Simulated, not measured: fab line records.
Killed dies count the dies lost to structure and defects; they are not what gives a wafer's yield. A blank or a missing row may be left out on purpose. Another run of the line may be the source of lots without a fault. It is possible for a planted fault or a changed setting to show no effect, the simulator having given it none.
8D (eight disciplines) problem report, filled in by code | flow nand harc | the parts of the form that need people (team, actions taken, sign-off) are left out

1. WHAT IS WRONG
Mean of killed at array at NHARC_END_SORT_01: 128 across 6 wafers in 2 lots; on wafers with no fault it is 50 (standard deviation 14). That is +5.6 standard deviations from the usual mean.
First seen on wafer L160.1, day 33 02:43, on prober-01. Wafers with a number at this step in the record: 18, from 6 lots. Rule for "out" (also "out of limits"): further than 4 standard deviations from the usual mean. The rest of the wafers with a number are treated as sound.

2. WHAT IT IS AND WHAT IT IS NOT
question                    | is                     | is not
which readings at this step | killed at array        | killed at periphery
which lots                  | L160, L161             | L146, L148, L153, L163
which wafers of those lots  | all that have a number | -
read on which gauges        | prober-01              | prober-02
when                        | from day 33 02:43      | up to then (9 sound wafers); but 3 sound wafers of L163 came after

3. WHAT RULES OUT EACH SUSPECT
Counting: any tool at a process step up to the reading is kept as a suspect provided that every lot that is out went through it and no sound lot did after the first of them.
- the gauge at NHARC_END_SORT_01: kept. All the wafers that are out were read on prober-01, and no step on other tools shows them out.
- har cap etch-01 at NHARC_A_CONTACT_ETCH_113 (etches the open film in C4F8/O2/Ar, time 190 s, target depth 1850 nm): kept. It ran every lot that is out, first L160 (day 30 00:04), and no sound lot after that.
- pvd sputter-03 at NHARC_THIN_TSV_DEGAS_49 (time 120 s): kept. It ran every lot that is out, first L160 (day 32 14:33), and no sound lot after that.
- rie metal-01 at NHARC_THIN_TSV_ETCH_59 (etches the open film in Cl2/BCl3, target depth 880 nm, time 138.1 s): kept. It ran every lot that is out, first L160 (day 32 17:55), and no sound lot after that; its last sound lot up to then is L153 (day 29 20:21).
Left after counting: har cap etch-01 at NHARC_A_CONTACT_ETCH_113, pvd sputter-03 at NHARC_THIN_TSV_DEGAS_49, rie metal-01 at NHARC_THIN_TSV_ETCH_59, prober-01 at NHARC_END_SORT_01.

4. THE CAUSE (what the simulator had put in)
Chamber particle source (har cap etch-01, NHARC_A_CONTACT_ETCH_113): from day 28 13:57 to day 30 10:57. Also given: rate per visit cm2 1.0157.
Of the 4 suspects that counting leaves, this tool is one.

5. SEQUENCE OF EFFECTS, ordered by route
Each row: a reading whose mean over the struck wafers that have a number lies more than 3 standard deviations from the usual. Scope: only readings with a usual standard deviation given in the record; hours: median across lots of the time from each lot's start at the first step in this table that gives one to its start at this step; sigmas: change in usual standard deviations.
hours | step              | reading         | usual | on struck wafers | change | sigmas
0     | NHARC_END_SORT_01 | killed at array | 50    | 128              | +78    | +5.6
0     | NHARC_END_SORT_01 | killed dies     | 55    | 134              | +79    | +5.3

6. WHAT WOULD HAVE CAUGHT IT SOONER
The first out-of-limits reading at a measuring or inspecting step in this record came at day 33 02:43, 109 hours after the fault's start at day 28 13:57.
The start of NHARC_A_CONTACT_ETCH_113 on har cap etch-01 came by day 33 02:43 for every one of the lots that are out (2). A hold on the tool at that time would have spared none of them.
